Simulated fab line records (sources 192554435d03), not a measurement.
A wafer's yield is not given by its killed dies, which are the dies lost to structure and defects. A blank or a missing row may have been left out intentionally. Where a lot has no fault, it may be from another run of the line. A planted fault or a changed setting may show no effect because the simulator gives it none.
2 desks looking at one fault / flow n5 finfet / each desk holds nothing but its own numbers, with what lay behind them at the end

== TOOL OWNER'S DESK, plasma asher-02 ==
The tool's own readings at N5_SDB_STRIP_22 (strips in N2/H2): means of the sampled wafers that have a number, for each lot that ran on this tool. Any lot whose mean is over 4 standard deviations away from the usual mean is out of limits and marked OUT; that distance is given in the brackets.
Columns: A = drypump motor current A at N5_SDB_STRIP_22, usual 5.6 A; B = heater power w at N5_SDB_STRIP_22, usual 321 W; C = oes product au at N5_SDB_STRIP_22, usual 0.715 a.u.; D = strip time to endpoint s at N5_SDB_STRIP_22, usual 96.4 s
lot=L234; first seen here=day 3 23:38; A=5.7; B=328; C=0.713; D=96.4
lot=L235; first seen here=day 4 07:19; A=5.7; B=335; C=0.714; D=95.7
lot=L236; first seen here=day 4 13:27; A=5.5; B=357; C=0.717; D=96.3
lot=L239; first seen here=day 5 06:58; A=5.5; B=365; C=0.716; D=96.7
lot=L240; first seen here=day 5 11:32; A=5.5; B=358; C=0.712; D=96.3
lot=L241; first seen here=day 5 17:40; A=5.5; B=358; C=0.716; D=96.6
lot=L245; first seen here=day 6 22:52; A=5.7; B=325; C=0.719; D=97.1
lot=L247; first seen here=day 7 14:25; A=5.7; B=335; C=0.715; D=96.0
Finding of this desk: none of the 8 lots has anything out of limits.

== AT THE METROLOGY DESK ==
Lot by lot, what the gauges showed, no matter which tool ran the lot: averages of those sampled wafers that carry a number. Any lot whose mean is over 4 standard deviations away from the usual mean is out of limits and marked OUT; that distance is given in the brackets.
Columns: A = cd nm at N5_PASSIVATION_CD_MEAS_44, usual 40000 nm
lot=L234; first seen here=day 12 01:44; A=39999
lot=L235; first seen here=day 12 15:48; A=39999
lot=L236; first seen here=day 12 16:20; A=39999
lot=L238; first seen here=day 13 04:55; A=40001
lot=L239; first seen here=day 13 07:32; A=40005
lot=L240; first seen here=day 13 07:53; A=39999
lot=L241; first seen here=day 14 05:45; A=40000
lot=L247; first seen here=day 15 03:02; A=39999
lot=L245; first seen here=day 15 07:13; A=39999
lot=L252; first seen here=day 17 04:40; A=39995
lot=L253; first seen here=day 17 10:01; A=40004
Finding of this desk: none of the 11 lots has anything out of limits.

== BROUGHT TOGETHER ==
The tool owner's desk saw nothing out of limits.
Nothing out of limits was seen by the metrology desk.

== WHAT WAS PUT IN BY THE SIMULATOR ==
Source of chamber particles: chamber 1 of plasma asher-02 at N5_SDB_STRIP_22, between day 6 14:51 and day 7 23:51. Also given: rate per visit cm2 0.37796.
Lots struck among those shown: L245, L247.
